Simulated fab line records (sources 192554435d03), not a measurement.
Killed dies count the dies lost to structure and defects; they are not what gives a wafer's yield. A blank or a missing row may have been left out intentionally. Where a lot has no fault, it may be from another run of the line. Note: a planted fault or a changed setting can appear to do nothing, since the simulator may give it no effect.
Which of the tools did it? | flow n5_finfet | 24 lots with 72 wafers sampled at 4 steps, on a route of 1938 steps

## WHAT EACH GAUGE READ, for each wafer
N5_BEOL_M15_THK_MEAS_50: measures by xrf. Usual: M15_THK typically reads 833 nm, with standard deviation 12.
lot  | measured     | on            | M15_THK (nm) | flag
L074 | day 12 15:15 | film_metro-01 | 856 844 852  |
L075 | day 13 10:23 | film_metro-01 | 837 842 842  |
L077 | day 14 01:06 | film_metro-01 | 836 831 844  |
L076 | day 14 07:09 | film_metro-01 | 825 823 832  |
L078 | day 14 12:43 | film_metro-01 | 833 818 826  |
L079 | day 14 20:34 | film_metro-02 | 846 838 837  |
L080 | day 15 07:46 | film_metro-02 | 828 837 849  |
L081 | day 16 14:45 | film_metro-02 | 849 846 825  |
L083 | day 17 22:47 | film_metro-02 | 851 835 835  |
L084 | day 17 23:04 | film_metro-02 | 845 844 866  |
L085 | day 18 12:47 | film_metro-02 | 845 809 828  |
L086 | day 18 15:08 | film_metro-01 | 818 825 807  |
L090 | day 19 04:08 | film_metro-01 | 828 832 820  |
L087 | day 19 10:10 | film_metro-01 | 829 808 828  |
L088 | day 19 18:54 | film_metro-02 | 832 834 834  |
L095 | day 20 06:38 | film_metro-01 | 838 836 842  |
L097 | day 20 11:43 | film_metro-01 | 832 839 814  |
L091 | day 20 14:48 | film_metro-02 | 836 818 825  |
L092 | day 20 22:52 | film_metro-02 | 832 842 836  |
L089 | day 21 10:48 | film_metro-01 | 812 823 819  |
L094 | day 21 14:24 | film_metro-02 | 815 819 809  |
L096 | day 21 17:04 | film_metro-02 | 821 807 812  |
L082 | day 21 19:56 | film_metro-02 | 833 841 841  |
L093 | day 22 01:43 | film_metro-02 | 829 841 855  |

N5_MIM_TOP_LITHO_INSPECT_12: inspects for defects (macro). Usual: raw_defect_count 2.1, standard deviation 1.2.
lot  | measured     | on                | raw_defect_count | flag
L074 | day 12 17:41 | defect_inspect-01 | 3 4 4            |
L075 | day 13 14:24 | defect_inspect-01 | 1 0 1            |
L077 | day 14 05:46 | defect_inspect-02 | 2 4 3            |
L076 | day 14 12:49 | defect_inspect-02 | 1 1 1            |
L078 | day 14 15:43 | defect_inspect-02 | 1 5 3            |
L079 | day 15 02:59 | defect_inspect-01 | 0 1 2            |
L080 | day 15 11:08 | defect_inspect-01 | 1 2 3            |
L081 | day 16 19:28 | defect_inspect-01 | 1 1 1            |
L083 | day 18 02:33 | defect_inspect-02 | 2 3 3            |
L084 | day 18 02:43 | defect_inspect-02 | 3 2 4            |
L085 | day 18 17:25 | defect_inspect-01 | 4 2 1            |
L086 | day 18 18:31 | defect_inspect-02 | 0 2 1            |
L090 | day 19 08:59 | defect_inspect-01 | 1 1 1            |
L087 | day 19 22:11 | defect_inspect-02 | 2 4 1            |
L088 | day 19 22:14 | defect_inspect-01 | 2 3 3            |
L095 | day 20 09:39 | defect_inspect-02 | 2 2 1            |
L097 | day 20 16:10 | defect_inspect-01 | 1 0 0            |
L091 | day 20 18:52 | defect_inspect-01 | 3 3 1            |
L092 | day 21 05:01 | defect_inspect-01 | 4 3 3            |
L089 | day 21 13:50 | defect_inspect-01 | 3 2 4            |
L094 | day 21 19:01 | defect_inspect-01 | 2 2 3            |
L096 | day 21 21:17 | defect_inspect-01 | 1 4 2            |
L082 | day 22 00:49 | defect_inspect-02 | 1 2 1            |
L093 | day 22 07:35 | defect_inspect-01 | 2 3 4            |

## TOOL THAT RAN EACH LOT (tool first, then ch and the chambers of the sampled wafers, then the start)
lot  | N5_BEOL_M15_DESCUM_33              | N5_BEOL_M15_DEP_53
L074 | rie_diel-01 ch 0,2, day 12 11:24   | pecvd-01 ch 0,2, day 12 15:19
L075 | rie_diel-03 ch 0,2,3, day 13 07:49 | pecvd-02 ch 1,2, day 13 10:28
L077 | rie_diel-06 ch 0,2, day 13 22:31   | pecvd-02 ch 1,2, day 14 01:10
L076 | rie_diel-03 ch 0,2,3, day 14 02:52 | pecvd-02 ch 0,1,2, day 14 07:14
L078 | rie_diel-03 ch 0,3, day 14 10:17   | pecvd-02 ch 0,1,2, day 14 12:47
L079 | rie_diel-03 ch 1,2,3, day 14 15:25 | pecvd-01 ch 1,2, day 14 20:39
L080 | rie_diel-03 ch 1,2,3, day 15 03:56 | pecvd-02 ch 0,1, day 15 07:52
L081 | rie_diel-06 ch 0,1,3, day 16 12:29 | pecvd-04 ch 0,2, day 16 14:49
L083 | rie_diel-01 ch 1,2,3, day 17 15:17 | pecvd-04 ch 0,1, day 17 22:51
L084 | rie_diel-01 ch 2,3, day 17 19:00   | pecvd-02 ch 0,1,2, day 17 23:08
L085 | rie_diel-06 ch 0,1,3, day 18 10:56 | pecvd-04 ch 1,2, day 18 12:50
L086 | rie_diel-06 ch 0,1,2, day 18 12:38 | pecvd-04 ch 0,1, day 18 15:12
L090 | rie_diel-03 ch 0,2,3, day 18 22:20 | pecvd-04 ch 1,2, day 19 04:13
L087 | rie_diel-06 ch 0,2,3, day 19 05:28 | pecvd-02 ch 0,1, day 19 10:14
L088 | rie_diel-03 ch 0,1, day 19 13:41   | pecvd-02 ch 1,2, day 19 18:58
L095 | rie_diel-01 ch 0,1, day 20 03:59   | pecvd-02 ch 0,1,2, day 20 06:43
L097 | rie_diel-03 ch 1,2,3, day 20 08:58 | pecvd-02 ch 1,2, day 20 11:46
L091 | rie_diel-01 ch 0,2,3, day 20 11:56 | pecvd-01 ch 1,2, day 20 14:52
L092 | rie_diel-03 ch 0,1, day 20 19:46   | pecvd-02 ch 1,2, day 20 22:56
L089 | rie_diel-03 ch 0,1,3, day 21 05:02 | pecvd-04 ch 0,1,2, day 21 10:52
L094 | rie_diel-03 ch 0,2,3, day 21 10:59 | pecvd-02 ch 0,2, day 21 14:28
L096 | rie_diel-06 ch 0,2, day 21 13:58   | pecvd-04 ch 0,1,2, day 21 17:07
L082 | rie_diel-03 ch 0,1,2, day 21 16:30 | pecvd-04 ch 0,1, day 21 20:00
L093 | rie_diel-01 ch 0,2,3, day 21 17:31 | pecvd-04 ch 0,2, day 22 01:47
- N5_BEOL_M15_DESCUM_33: chemistry O2, time 7.9 s.
- N5_BEOL_M15_DEP_53: deposits SiCN from 3MS/NH3, target thk 50 nm, time 17.8 s.

## AS READ BY THE TOOLS THEMSELVES (means over the sampled wafers that have a number; for cases with no such wafer, the mark the record gives instead)
N5_BEOL_M15_DESCUM_33. Usual: drypump_motor_current_A 5.9 A, standard deviation 0.36; oes_product_au 0.80 a.u., standard deviation 0.061; rf_vpp_V 243.0 V, standard deviation 1.3; showerhead_plenum_p_Torr 2.09 Torr, standard deviation 0.066; throttle_valve_pct 20.41 %, standard deviation 0.23.
lot  | tool        | drypump_motor_current_A (A) | oes_product_au (a.u.) | rf_vpp_V (V) | showerhead_plenum_p_Torr (Torr) | throttle_valve_pct (%) | flag
L074 | rie_diel-01 | 5.5                         | 0.85                  | 243.2        | 2.06                            | 20.49                  |
L075 | rie_diel-03 | 6.0                         | 0.80                  | 242.0        | 2.06                            | 20.43                  |
L077 | rie_diel-06 | 6.2                         | 0.75                  | 243.9        | 2.15                            | 20.44                  |
L076 | rie_diel-03 | 6.0                         | 0.80                  | 242.9        | 2.05                            | 20.44                  |
L078 | rie_diel-03 | 6.1                         | 0.80                  | 242.0        | 2.03                            | 20.53                  |
L079 | rie_diel-03 | 5.8                         | 0.85                  | 242.8        | 2.08                            | 20.20                  |
L080 | rie_diel-03 | 5.7                         | 0.83                  | 243.6        | 2.08                            | 20.19                  |
L081 | rie_diel-06 | 6.2                         | 0.84                  | 242.8        | 2.15                            | 20.31                  |
L083 | rie_diel-01 | 5.8                         | 0.83                  | 244.2        | 2.15                            | 20.51                  |
L084 | rie_diel-01 | 5.8                         | 0.79                  | 243.4        | 2.11                            | 20.60                  |
L085 | rie_diel-06 | 6.2                         | 0.83                  | 244.4        | 2.14                            | 20.32                  |
L086 | rie_diel-06 | 6.1                         | 0.77                  | 243.5        | 2.10                            | 20.48                  |
L090 | rie_diel-03 | 6.0                         | 0.77                  | 242.1        | 2.04                            | 20.48                  |
L087 | rie_diel-06 | 5.9                         | 0.79                  | 244.7        | 2.16                            | 20.30                  |
L088 | rie_diel-03 | 5.4                         | 0.85                  | 243.1        | 2.10                            | 20.20                  |
L095 | rie_diel-01 | 5.5                         | 0.84                  | 243.5        | 2.16                            | 20.45                  |
L097 | rie_diel-03 | 5.7                         | 0.80                  | 242.9        | 2.07                            | 20.24                  |
L091 | rie_diel-01 | 5.7                         | 0.79                  | 242.8        | 2.08                            | 20.54                  |
L092 | rie_diel-03 | 5.7                         | 0.81                  | 242.2        | 2.06                            | 20.46                  |
L089 | rie_diel-03 | 5.8                         | 0.80                  | 242.8        | 2.05                            | 20.34                  |
L094 | rie_diel-03 | 6.0                         | 0.75                  | 242.7        | 2.04                            | 20.51                  |
L096 | rie_diel-06 | 5.8                         | 0.73                  | 243.2        | 2.11                            | 20.50                  |
L082 | rie_diel-03 | 5.7                         | 0.80                  | 242.6        | 2.08                            | 20.40                  |
L093 | rie_diel-01 | 5.7                         | 0.77                  | 242.7        | 2.07                            | 20.56                  |

N5_BEOL_M15_DEP_53. Usual: showerhead_plenum_p_Torr 4.155 Torr, standard deviation 0.018; showerhead_vpp_V 1587 V, standard deviation 64; throttle_valve_pct 17.9 %, standard deviation 0.69.
lot  | tool     | showerhead_plenum_p_Torr (Torr) | showerhead_vpp_V (V) | throttle_valve_pct (%) | flag
L074 | pecvd-01 | 4.165                           | 1548                 | 17.7                   |
L075 | pecvd-02 | 4.151                           | 1611                 | 17.7                   |
L077 | pecvd-02 | 4.153                           | 1572                 | 17.8                   |
L076 | pecvd-02 | 4.147                           | 1640                 | 18.0                   |
L078 | pecvd-02 | 4.151                           | 1615                 | 17.9                   |
L079 | pecvd-01 | 4.173                           | 1517                 | 17.2                   |
L080 | pecvd-02 | 4.160                           | 1625                 | 18.2                   |
L081 | pecvd-04 | 4.136                           | 1574                 | 18.4                   |
L083 | pecvd-04 | 4.137                           | 1568                 | 18.2                   |
L084 | pecvd-02 | 4.154                           | 1624                 | 18.0                   |
L085 | pecvd-04 | 4.169                           | 1540                 | 17.8                   |
L086 | pecvd-04 | 4.145                           | 1567                 | 18.1                   |
L090 | pecvd-04 | 4.158                           | 1578                 | 18.2                   |
L087 | pecvd-02 | 4.159                           | 1577                 | 17.9                   |
L088 | pecvd-02 | 4.145                           | 1621                 | 17.9                   |
L095 | pecvd-02 | 4.150                           | 1610                 | 18.0                   |
L097 | pecvd-02 | 4.152                           | 1626                 | 18.0                   |
L091 | pecvd-01 | 4.181                           | 1533                 | 17.7                   |
L092 | pecvd-02 | 4.150                           | 1584                 | 17.8                   |
L089 | pecvd-04 | 4.150                           | 1589                 | 17.8                   |
L094 | pecvd-02 | 4.162                           | 1652                 | 18.2                   |
L096 | pecvd-04 | 4.151                           | 1546                 | 17.7                   |
L082 | pecvd-04 | 4.148                           | 1560                 | 17.7                   |
L093 | pecvd-04 | 4.133                           | 1568                 | 18.5                   |

## THE ANSWER, worked out from the rows above alone
Rule: lot off if the mean of its wafers having a number is beyond 3 standard deviations from the usual mean. Also off: a lot with no number at a reading for which 4 or more lots have one. All remaining lots with rows at the step are treated as sound. After the gauges, taken in route order, come the tools' own readings; for these a lot's mean is taken, as printed above. The first step at which some lot is off is used, and at that step the reading that is off furthest; a lot without a number counts as furthest.
None of the lots is off at any reading shown; this tells nothing.

## WHAT THE SIMULATOR HAD INSERTED
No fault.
